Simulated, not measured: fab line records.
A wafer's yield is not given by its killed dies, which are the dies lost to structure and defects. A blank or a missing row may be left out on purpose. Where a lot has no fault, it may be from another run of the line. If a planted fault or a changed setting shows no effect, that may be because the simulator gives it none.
Which tool was responsible?	flow n5 finfet	36 wafers sampled from 12 lots at 1 step of a route of 1938

WHAT THE GAUGES SHOWED, per wafer
N5_BEOL_M11_OVL_MEAS_12.
lot	measured	on	M11_OVL (nm)
L075	day 10 09:52	overlay-02	-1.8 -1.8 -1.2
L076	day 11 00:44	overlay-01	0.1 0.7 1.7
L078	day 11 10:15	overlay-01	-1.3 -0.2 -0.3
L083	day 12 05:59	overlay-02	1.1 0.0 0.6
L082	day 12 13:29	overlay-01	-0.4 -0.2 -0.7
L085	day 13 07:46	overlay-02	0.1 0.8 -0.5
L089	day 14 03:41	overlay-02	-0.3 0.4 0.1
L088	day 14 06:32	overlay-01	1.3 0.2 1.3
L091	day 15 06:37	overlay-02	0.4 0.3 0.7
L093	day 15 19:07	overlay-02	-0.6 1.3 1.0
L092	day 16 08:37	overlay-02	0.6 -1.1 0.4
L097	day 17 10:26	overlay-02	0.4 -0.5 0.8

WHICH TOOL RAN EACH LOT (tool, then ch and the chambers of the sampled wafers, then the start)
The record holds no process step before these readings.

THE ANSWER, worked out from the rows above alone
Rule: the lots themselves supply what counts as usual. Put in order of their means at a reading, lots are off if they are a third of the lots or fewer, leave a main group of 4 or more, and stand apart from it by a gap of 3 or more times the standard deviation of the main group's means; of several such gaps the widest counts. The tables above print the reading to a certain number of digits; a main group whose means all agree to those digits is not used. A lot without any number at a reading at which 4 lots or more have one is off too. Where the step has rows for the other lots, those lots are counted as sound.
Across all readings shown, no lot is off: no conclusion can be drawn from this.

WHAT THE SIMULATOR HAD INSERTED
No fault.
